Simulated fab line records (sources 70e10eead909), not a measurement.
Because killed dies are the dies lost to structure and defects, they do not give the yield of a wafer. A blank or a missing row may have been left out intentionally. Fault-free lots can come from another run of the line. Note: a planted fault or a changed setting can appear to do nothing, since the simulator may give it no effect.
fab line records -- flow nand-harc
[record] lots = 5, wafers = 13, last-day = 33
route steps=1302 shown A_DECK1_JOINT@537 A_ONON_D2@545
lots untouched by any fault: they come from a run of this same line in which no faults occurred
start-h: hours from the record's opening day to when the first of the lot's shown wafers began -- wait-h: hours from the lot's prior step to this one -- " the same as in the row above -- L1.1+2: a single row standing in for several wafers -- - value missing, or start not given -- * or withheld: withheld -- < > ~ a bound
route shown NAME@n: a module of which the file shows steps, and the number in the route of the first -- usual: the fault-free wafers' mean and standard deviation -- same: alike in all rows -- chamber/n: place in a boat -- sites: readings site by site -- _std_site: their standard deviation -- _edge_site: outer sites' mean less inner sites' -- radius-mm: for every site, how far away it sits from the centre of the wafer -- mask NAME#n: copy n -- behind: the tool/chamber that last shaped the wafer -- hold: reason for holding the lot/hours on hold/outcome of the hold -- device: the n, p or np transistor that did not switch -- end of line: tests run on the same wafers once the route is complete -- a step given without rows: its recipe and nothing more -- killed: the dies lost at the first sort to structure and to defects; this is not the yield of the wafer -- map: a wafer's dies, marking killed ones x, the rest . and places with no die _
set.NAME: the setting as run; set.NAME@STEP: as run at that earlier step -- model.NAME: the simulator's own value behind a step, which no gauge read
lots at selected steps of the route; one table per step, one row per wafer
services: from which hour (start-h, from the record's first day; less than 0 if before it) a tool's chamber was out of use, for how many hours, and why
[[steps]]
[step NHARC_A_DECK1_JOINT_ANNEAL_28]
[recipe] temp-c = 500, time-s = 1800, idle-temp-c = 400, ramp-up-c-per-min = 10, densification-p-h2o-torr = 640
[step NHARC_A_DECK1_JOINT_ANNEAL_29]
[recipe] temp-c = 750, time-s = 1800, idle-temp-c = 500, ramp-up-c-per-min = 10, ramp-down-c-per-min = 3
[step NHARC_A_DECK1_JOINT_CMP_02]
[recipe] material = SiOx
[usual] motor-current-A = 12.5/1.1
lot.wafer,tool,chamber,start-h,wait-h,motor-current-A
L313.3,cmp-01,0,313.72,0.4,12.1
L313.1,cmp-01,2,313.72,0.4,12.4
L313.6,cmp-01,0,313.72,0.4,12.3
L314.4,cmp-01,1,320.56,0.4,11.2
L314.5,cmp-01,2,320.56,0.4,12.2
L314.6,cmp-01,3,320.56,0.4,13.4
L323.6,cmp-03,0,419.69,0.6,11.6
L329.3,cmp-03,1,483.62,0.4,11.1
L329.2,cmp-03,3,483.62,0.4,13.0
L329.5,cmp-03,2,483.62,0.4,14.2
L330.1,cmp-03,1,497.80,0.4,11.8
L330.3,cmp-03,2,497.80,0.4,15.9
L330.4,cmp-03,3,497.80,0.4,12.4
[step NHARC_A_DECK1_JOINT_SRD_15]
[step NHARC_A_DECK1_JOINT_DEP_16]
[recipe] target-thk-a = 450, temp-c = 400, pressure-torr = 6.5, rf-w = 900, teos-flow-sccm = 161.4, flow-sccm = 2650, target-thk-nm = 45, gas = O2, material = SiO2
[usual] chamber-pressure-Torr = 6.499/0.016, heater-power-w = 557/96, susceptor-temp-C = 399.97/0.21, throttle-valve-pct = 16.1/0.51
lot.wafer,tool,chamber,start-h,wait-h,chamber-pressure-Torr,heater-power-w,susceptor-temp-C,throttle-valve-pct
L313.3,pecvd-03,0,314.82,0.8,6.515,484,399.81,16.2
L313.1,pecvd-03,1,314.82,0.8,6.504,506,400.13,16.1
L313.6,pecvd-03,0,314.82,0.8,6.486,489,399.71,16.1
L314.4,pecvd-03,2,321.27,0.5,6.495,759,400.20,16.8
L314.5,pecvd-03,0,321.27,0.5,6.516,498,399.95,16.0
L314.6,pecvd-03,1,321.27,0.5,6.487,516,399.94,16.3
L323.6,pecvd-03,0,420.06,0.2,6.487,486,400.14,15.6
L329.3,pecvd-03,2,484.04,0.1,6.501,772,400.05,16.8
L329.2,pecvd-03,0,484.04,0.1,6.497,495,400.39,16.1
L329.5,pecvd-03,0,484.04,0.1,6.491,485,400.29,16.0
L330.1,pecvd-04,2,498.20,0.1,6.480,511,399.61,15.5
L330.3,pecvd-04,0,498.20,0.1,6.504,472,399.31,14.8
L330.4,pecvd-04,2,498.20,0.1,6.491,519,399.83,15.6
[step NHARC_A_DECK1_JOINT_THK_MEAS_17]
[recipe] thk-meas-gauge = ellipsometry
[usual] thk-nm = 44.9/1.1
lot.wafer,tool,chamber,start-h,wait-h,thk-nm
L313.1,film-metro-02,-,315.07,0.2,44.5
L313.3,film-metro-02,-,315.07,0.2,44.7
L313.6,film-metro-02,-,315.07,0.2,46.6
L314.4,film-metro-02,-,321.46,0.2,44.0
L314.5,film-metro-02,-,321.46,0.2,46.3
L314.6,film-metro-02,-,321.46,0.2,45.8
L323.6,film-metro-02,-,420.26,0.2,46.0
L329.2,film-metro-01,-,484.29,0.2,43.5
L329.3,film-metro-01,-,484.29,0.2,45.5
L329.5,film-metro-01,-,484.29,0.2,43.6
L330.1,film-metro-01,-,498.45,0.2,43.9
L330.3,film-metro-01,-,498.45,0.2,42.5
L330.4,film-metro-01,-,498.45,0.2,44.4
[step NHARC_A_DECK1_JOINT_INSPECT_05]
[usual] raw-defect-count = 332/140
lot.wafer,tool,chamber,start-h,wait-h,raw-defect-count
L313.1,defect-inspect-02,-,315.10,0.0,315
L313.3,defect-inspect-02,-,315.10,0.0,280
L313.6,defect-inspect-02,-,315.10,0.0,336
L314.4,defect-inspect-01,-,321.50,0.0,198
L314.5,defect-inspect-01,-,321.50,0.0,283
L314.6,defect-inspect-01,-,321.50,0.0,171
L323.6,defect-inspect-01,-,420.30,0.0,174
L329.2,defect-inspect-02,-,484.33,0.0,372
L329.3,defect-inspect-02,-,484.33,0.0,297
L329.5,defect-inspect-02,-,484.33,0.0,238
L330.1,defect-inspect-01,-,498.48,0.0,334
L330.3,defect-inspect-01,-,498.48,0.0,273
L330.4,defect-inspect-01,-,498.48,0.0,179
[step NHARC_A_ONON_D2_DEP_00]
[recipe] target-thk-a = 10000, n2-flow-sccm = 2750, n2o-flow-sccm = 2000, nh3-flow-sccm = 500, sih4-flow-sccm = 210, temp-c = 400
[step NHARC_A_ONON_D2_THK_MEAS_02]
[recipe] thk-meas-gauge = ellipsometry
[usual] thk-nm = 1000/11
lot.wafer,tool,chamber,start-h,wait-h,thk-nm
L313.1,film-metro-02,-,315.71,-,1009
L313.3,film-metro-02,-,315.71,-,1008
L313.6,film-metro-02,-,315.71,-,1006
L314.4,film-metro-02,-,322.07,-,1014
L314.5,film-metro-02,-,322.07,-,1015
L314.6,film-metro-02,-,322.07,-,1016
L323.6,film-metro-02,-,420.88,-,1008
L329.2,film-metro-01,-,484.91,-,1004
L329.3,film-metro-01,-,484.91,-,1002
L329.5,film-metro-01,-,484.91,-,1002
L330.1,film-metro-02,-,499.05,-,996
L330.3,film-metro-02,-,499.05,-,995
L330.4,film-metro-02,-,499.05,-,994
[step NHARC_A_ONON_D2_DEP_03]
[recipe] target-thk-a = 10000, n2-flow-sccm = 2750, n2o-flow-sccm = 2000, nh3-flow-sccm = 500, sih4-flow-sccm = 210, temp-c = 400
[step NHARC_A_ONON_D2_THK_MEAS_05]
[recipe] thk-meas-gauge = ellipsometry
[usual] thk-nm = 999/11
lot.wafer,tool,chamber,start-h,wait-h,thk-nm
L313.1,film-metro-02,-,316.28,-,993
L313.3,film-metro-02,-,316.28,-,991
L313.6,film-metro-02,-,316.28,-,992
L314.4,film-metro-01,-,322.64,-,1018
L314.5,film-metro-01,-,322.64,-,1019
L314.6,film-metro-01,-,322.64,-,1018
L323.6,film-metro-01,-,421.44,-,994
L329.2,film-metro-02,-,485.47,-,994
L329.3,film-metro-02,-,485.47,-,995
L329.5,film-metro-02,-,485.47,-,994
L330.1,film-metro-01,-,499.62,-,998
L330.3,film-metro-01,-,499.62,-,998
L330.4,film-metro-01,-,499.62,-,998
[step NHARC_A_ONON_D2_DEP_06]
[recipe] target-thk-a = 10000, n2-flow-sccm = 2750, n2o-flow-sccm = 2000, nh3-flow-sccm = 500, sih4-flow-sccm = 210, temp-c = 400
[usual] nh3-flow-sccm = 500.3/1.4, susceptor-temp-C = 399.97/0.25
lot.wafer,tool,chamber,start-h,wait-h,nh3-flow-sccm,susceptor-temp-C
L313.1,pecvd-onon-02,0,316.33,0.1,503.1,399.62
L313.3,pecvd-onon-02,0,316.33,0.1,499.5,399.86
L313.6,pecvd-onon-02,0,316.33,0.1,501.4,399.98
L314.4,pecvd-onon-03,0,322.87,0.2,498.2,400.12
L314.5,pecvd-onon-03,0,322.87,0.2,496.8,399.81
L314.6,pecvd-onon-03,0,322.87,0.2,499.2,399.75
L323.6,pecvd-onon-02,0,421.78,0.3,501.1,400.15
L329.2,pecvd-onon-03,0,485.59,0.1,504.4,400.06
L329.3,pecvd-onon-03,0,485.59,0.1,501.4,400.24
L329.5,pecvd-onon-03,0,485.59,0.1,500.6,400.10
L330.1,pecvd-onon-01,0,499.67,0.1,497.4,399.69
L330.3,pecvd-onon-01,0,499.67,0.1,502.1,399.91
L330.4,pecvd-onon-01,0,499.67,0.1,500.3,400.09
[step NHARC_A_ONON_D2_THK_MEAS_08]
[recipe] thk-meas-gauge = ellipsometry
[usual] thk-nm = 997/7.4
lot.wafer,tool,chamber,start-h,wait-h,hold,thk-nm
L313.1,film-metro-01,-,316.84,-,-,996
L313.3,film-metro-01,-,316.84,-,-,996
L313.6,film-metro-01,-,316.84,-,-,995
L314.4,film-metro-02,-,323.20,-,-,998
L314.5,film-metro-02,-,323.20,-,-,998
L314.6,film-metro-02,-,323.20,-,-,1001
L323.6,film-metro-02,-,422.01,-,await-dispo/0.2h/release,909
L323.6,film-metro-02,-,422.18,0.2,-,911
L329.2,film-metro-01,-,486.05,-,-,1004
L329.3,film-metro-01,-,486.05,-,-,1005
L329.5,film-metro-01,-,486.05,-,-,1004
L330.1,film-metro-01,-,500.18,-,-,996
L330.3,film-metro-01,-,500.18,-,-,997
L330.4,film-metro-01,-,500.18,-,-,994
[[services]]
tool,chamber,start-h,hours,kind
cmp-03,-,291.00,0.6,repair
pecvd-04,-,302.09,13.0,pm
pecvd-03,-,325.54,0.6,repair
cmp-03,-,356.92,1.2,repair
cmp-03,-,364.67,3.4,repair
pecvd-03,-,366.00,13.0,pm
pecvd-03,0,366.00,13.0,vent-cycle
pecvd-03,1,366.00,13.0,vent-cycle
pecvd-03,2,366.00,13.0,vent-cycle
pecvd-onon-02,-,366.00,13.0,pm
cmp-03,-,380.94,0.5,repair
cmp-01,-,381.50,4.0,pm
pecvd-onon-03,-,408.19,13.0,pm
cmp-03,-,408.55,2.6,repair
cmp-01,-,429.51,1.8,repair
pecvd-04,-,430.49,0.8,repair
cmp-01,-,432.08,0.4,repair
cmp-03,-,442.18,0.3,repair
pecvd-04,-,444.55,1.4,repair
pecvd-onon-01,-,450.27,13.0,pm
pecvd-03,2,453.49,7.7,repair
cmp-03,-,456.10,4.0,pm
cmp-01,-,479.50,4.0,pm
pecvd-04,-,483.09,13.0,pm
[[key]]
[first-sign] step = NHARC_A_ONON_D2_THK_MEAS_08, reading = visit, direction = added
[effect] step = NHARC_A_ONON_D2_THK_MEAS_08, reading = thk-nm, direction = down, sigmas = 12, usual = 997, struck = 909
met-at NHARC_A_ONON_D2_DEP_06
struck-wafers L323.6
later-rows-left-out L323.6
sort-left-out L323.6
tester-left-out L323
onset-between 316.33 421.78
[fault] kind = process-parameter-drift, tool = pecvd-onon-02, chamber = -, onset-h = 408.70, steps = NHARC_A_ONON_D2_DEP_06, channel = target-thk-a, offset = *, shape = step, end-h = 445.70, scope = struck-wafers-only, acts-in = *, stated = *
// tester-left-out: of these lots the tester's yield and bins aren't shown, on N5 and GAA mostly nor the transistor test; their killed dies are dies lost to structure and defects alone, not to doping, threshold or leakage, so they don't give the yield
// sort-left-out: the simulated sort isn't trusted on such a fault, so these wafers' sort isn't shown, and their yield isn't known
// later-rows-left-out: the simulator's readings of these wafers behind a module that went badly wrong aren't trusted and aren't shown, but for the sort
